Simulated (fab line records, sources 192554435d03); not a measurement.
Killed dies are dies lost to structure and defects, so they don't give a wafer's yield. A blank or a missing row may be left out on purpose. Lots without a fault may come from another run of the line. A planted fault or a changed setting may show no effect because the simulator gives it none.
A struck lot beside a sound one | flow n5_finfet | 16 steps out of a route of 1938
Sound: wafers L833.1, L833.3, L833.5. Struck: wafers L844.2, L844.3. (L844.1 of the same lot was not struck and is left out.) The cause comes at the end.
At each step with rows: each side's tool, then ch and its chambers, then its first start. Under that, the readings that differ: sound wafers | struck wafers | difference of the means | sigmas: that difference in standard deviations of wafers without a fault.
alike: readings whose means differ by less than 2 such deviations, and words and numbers that are the same on both sides. not compared: withheld readings, readings that some wafer has no value for, bounds like >300 that may hide the same value, and numbers for which the record gives no deviation and whose values overlap.
The two part at a step that has a row with sigmas, a row that says differs or no value, or rows on one side only. Numbers that don't overlap but have no deviation are shown without sigmas and don't part them. A reading that every wafer of one side lacks parts them only if that side has two wafers or more.

first, 8 steps without rows for these wafers: N5_GATE_CUT_COAT_35 (time 60 s, resist thk 10 nm); N5_GATE_CUT_COAT_27 (time 60 s, resist thk 10 nm); N5_GATE_CUT_COAT_07 (resist thk 30 nm); N5_GATE_CUT_EBR_09; N5_GATE_CUT_SOFTBAKE_08 (time 60 s); N5_GATE_CUT_EXPOSE_10 (exposes mask GATE CUT, target cd 20 nm); N5_GATE_CUT_PEB_11 (peb time 60 s); N5_GATE_CUT_DEVELOP_12 (develop time 30 s).
N5_GATE_CUT_CD_MEAS_13: target cd 20 nm.
  sound on cd_sem-01 ch 0, day 5 05:35; struck on cd_sem-02 ch 0, day 7 21:43
  alike: cd_nm
N5_GATE_CUT_OVL_MEAS_14:
  sound on overlay-01 ch 0, day 5 05:37; struck on overlay-02 ch 0, day 7 21:44
  alike: GATE_CUT_OVL
N5_GATE_CUT_INSPECT_15: inspects for defects (brightfield).
  sound on defect_inspect-01, day 5 05:41; struck on defect_inspect-02, day 7 21:48
  alike: raw_defect_count
N5_GATE_CUT_DESCUM_18: chemistry O2, time 7 s.
  sound on rie_diel-04 ch 0,1,2, day 5 06:55; struck on rie_diel-04 ch 2,3, day 7 23:29
  alike: drypump_motor_current_A, oes_product_au, rf_vpp_V, showerhead_plenum_p_Torr, throttle_valve_pct
  not compared: rf_hours_counter_h
N5_GATE_CUT_ETCH_28: etches underlayer in N2/H2, target depth 13 nm, time 10.4 s.
  sound on rie_diel-04 ch 0,1,2, day 5 06:58; struck on rie_diel-04 ch 2,3, day 7 23:31
  reading               | sound            | struck      | difference | sigmas
  etch_rf_on_time_s (s) | 10.78 10.21 9.97 | 19.35 18.92 | +8.82      | +40
  oes_product_au (a.u.) | 0.60 0.65 0.73   | 0.45 0.60   | -0.14      | -2
  alike: drypump_motor_current_A, rf_vpp_V, showerhead_plenum_p_Torr, throttle_valve_pct
  not compared: rf_hours_counter_h
N5_GATE_CUT_ETCH_36: etches SiARC in CF4, target depth 13 nm, time 21.7 s.
  sound on rie_diel-04 ch 0,1,2, day 5 06:59; struck on rie_diel-04 ch 2,3, day 7 23:32
  alike: drypump_motor_current_A, etch_rf_on_time_s, mfc_ar_sccm, oes_product_au, rf_vpp_V, showerhead_plenum_p_Torr, throttle_valve_pct
  not compared: rf_hours_counter_h
-- the record jumps here: 4 days lie between the struck wafers' starts before and after (it left off in module GATE_CUT and takes up again in module BEOL_M4, whose first step shown is number 1111 of the route) --
N5_BEOL_M4_RC_MEAS_101:
  sound on prober-01 ch 0, day 8 13:43; struck on prober-01 ch 0, day 11 21:58
  alike: DIBL_N, DIBL_P, IOFF_N, IOFF_P, ION_N, ION_P, SS_N, SS_P, VT_N, VT_P
-- the record jumps here: 4 days lie between the struck wafers' starts before and after (it left off in module BEOL_M4 and takes up again in module PASSIVATION, whose first step shown is number 1936 of the route) --
N5_PASSIVATION_PROBE_49:
  sound on prober-01, day 12 07:46; struck on prober-02, day 16 07:25
  alike: defect_limited_yield, killed_at_M0_to_M3, killed_at_M4_up, killed_at_contacts, killed_at_front_end, killed_at_other, killed_dies, killed_on_rim, killed_open, killed_short, sort_bin_5_function, sort_bin_6_memory, sort_n_pass, sort_yield_pct

WHERE THEY PART
Only at N5_GATE_CUT_ETCH_28, within this record. Later steps at which nothing parts them and some readings are alike: N5_GATE_CUT_ETCH_36, N5_BEOL_M4_RC_MEAS_101, N5_PASSIVATION_PROBE_49.

WHY: what the simulator had put in
Process parameter drift: rie_diel-04, from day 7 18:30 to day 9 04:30, at N5_GATE_CUT_ETCH_28. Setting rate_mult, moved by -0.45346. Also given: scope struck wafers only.
